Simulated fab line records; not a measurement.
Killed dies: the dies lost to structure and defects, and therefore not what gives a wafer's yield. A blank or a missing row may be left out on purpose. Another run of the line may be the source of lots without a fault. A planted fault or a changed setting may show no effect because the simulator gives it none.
Chamber matching || flow n5Finfet || rieDiel-02 running N5_BEOL_M9_DESCUM_33: 4 sister chambers
The step chemistry O2, time 7 s. 14 wafers are shown with their chamber, then 7 later ones without.

## EACH WAFER AND ITS CHAMBER
{"wafer": "L074.2", "chamber": 2, "showerheadPlenumPTorr (Torr)": 2.09, "drypumpMotorCurrentA (A)": 5.7, "oesProductAu (a.u.)": 0.99}
{"wafer": "L074.4", "chamber": 3, "showerheadPlenumPTorr (Torr)": 2.23, "drypumpMotorCurrentA (A)": 5.4, "oesProductAu (a.u.)": 0.86}
{"wafer": "L074.5", "chamber": 1, "showerheadPlenumPTorr (Torr)": 2.16, "drypumpMotorCurrentA (A)": 5.8, "oesProductAu (a.u.)": 0.71}
{"wafer": "L076.1", "chamber": 1, "showerheadPlenumPTorr (Torr)": 2.16, "drypumpMotorCurrentA (A)": 5.9, "oesProductAu (a.u.)": 0.71}
{"wafer": "L076.2", "chamber": 0, "showerheadPlenumPTorr (Torr)": 2.07, "drypumpMotorCurrentA (A)": 6.0, "oesProductAu (a.u.)": 0.73}
{"wafer": "L076.6", "chamber": 2, "showerheadPlenumPTorr (Torr)": 2.09, "drypumpMotorCurrentA (A)": 5.7, "oesProductAu (a.u.)": 0.98}
{"wafer": "L089.3", "chamber": 3, "showerheadPlenumPTorr (Torr)": 2.22, "drypumpMotorCurrentA (A)": 5.4, "oesProductAu (a.u.)": 0.83}
{"wafer": "L089.4", "chamber": 2, "showerheadPlenumPTorr (Torr)": 2.08, "drypumpMotorCurrentA (A)": 5.6, "oesProductAu (a.u.)": 0.90}
{"wafer": "L089.6", "chamber": 3, "showerheadPlenumPTorr (Torr)": 2.22, "drypumpMotorCurrentA (A)": 5.4, "oesProductAu (a.u.)": 0.83}
{"wafer": "L092.1", "chamber": 1, "showerheadPlenumPTorr (Torr)": 2.15, "drypumpMotorCurrentA (A)": 5.8, "oesProductAu (a.u.)": 0.69}
{"wafer": "L092.4", "chamber": 3, "showerheadPlenumPTorr (Torr)": 2.22, "drypumpMotorCurrentA (A)": 5.4, "oesProductAu (a.u.)": 0.82}
{"wafer": "L092.5", "chamber": 1, "showerheadPlenumPTorr (Torr)": 2.15, "drypumpMotorCurrentA (A)": 5.8, "oesProductAu (a.u.)": 0.69}
{"wafer": "L087.1", "chamber": 2, "showerheadPlenumPTorr (Torr)": 2.08, "drypumpMotorCurrentA (A)": 5.7, "oesProductAu (a.u.)": 0.90}
{"wafer": "L087.3", "chamber": 0, "showerheadPlenumPTorr (Torr)": 2.07, "drypumpMotorCurrentA (A)": 6.1, "oesProductAu (a.u.)": 0.71}

SIGNATURES, as means of the wafers listed above
{"reading": "showerheadPlenumPTorr", "chamber 0": 2.0700, "chamber 1": 2.1550, "chamber 2": 2.0850, "chamber 3": 2.2225, "scatter within a chamber": 0.00524}
{"reading": "drypumpMotorCurrentA", "chamber 0": 6.050, "chamber 1": 5.825, "chamber 2": 5.675, "chamber 3": 5.400, "scatter within a chamber": 0.0447}
{"reading": "oesProductAu", "chamber 0": 0.7200, "chamber 1": 0.7000, "chamber 2": 0.9425, "chamber 3": 0.8350, "scatter within a chamber": 0.0296}
Rule: distance of a wafer from a chamber = root of the sum over the readings of ((wafer's reading minus chamber's mean) / reading's scatter) squared. If the next closest chamber is less than 2 further off than the closest, the wafer can't be placed; otherwise it belongs to the closest. The scatter: the root of (the sum of the squares of (reading less its chamber's mean) over the shown wafers, divided by (wafers less chambers)).

## WAFERS WITH NO CHAMBER GIVEN
{"wafer": "L087.5", "showerheadPlenumPTorr (Torr)": 2.08, "drypumpMotorCurrentA (A)": 5.7, "oesProductAu (a.u.)": 0.91}
{"wafer": "L090.1", "showerheadPlenumPTorr (Torr)": 2.08, "drypumpMotorCurrentA (A)": 5.6, "oesProductAu (a.u.)": 0.90}
{"wafer": "L090.4", "showerheadPlenumPTorr (Torr)": 2.22, "drypumpMotorCurrentA (A)": 5.4, "oesProductAu (a.u.)": 0.83}
{"wafer": "L090.6", "showerheadPlenumPTorr (Torr)": 2.08, "drypumpMotorCurrentA (A)": 5.6, "oesProductAu (a.u.)": 0.90}
{"wafer": "L094.2", "showerheadPlenumPTorr (Torr)": 2.08, "drypumpMotorCurrentA (A)": 5.7, "oesProductAu (a.u.)": 0.89}
{"wafer": "L094.5", "showerheadPlenumPTorr (Torr)": 2.07, "drypumpMotorCurrentA (A)": 6.0, "oesProductAu (a.u.)": 0.71}
{"wafer": "L094.6", "showerheadPlenumPTorr (Torr)": 2.22, "drypumpMotorCurrentA (A)": 5.4, "oesProductAu (a.u.)": 0.83}

## EACH ONE'S CHAMBER
{"wafer": "L087.5", "from the rows above": 2, "in truth": 2}
{"wafer": "L090.1", "from the rows above": 2, "in truth": 2}
{"wafer": "L090.4", "from the rows above": 3, "in truth": 3}
{"wafer": "L090.6", "from the rows above": 2, "in truth": 2}
{"wafer": "L094.2", "from the rows above": 2, "in truth": 2}
{"wafer": "L094.5", "from the rows above": 0, "in truth": 0}
{"wafer": "L094.6", "from the rows above": 3, "in truth": 3}
7 of 7 placed correctly. Not placeable from these rows: 0. Placed wrongly: 0.
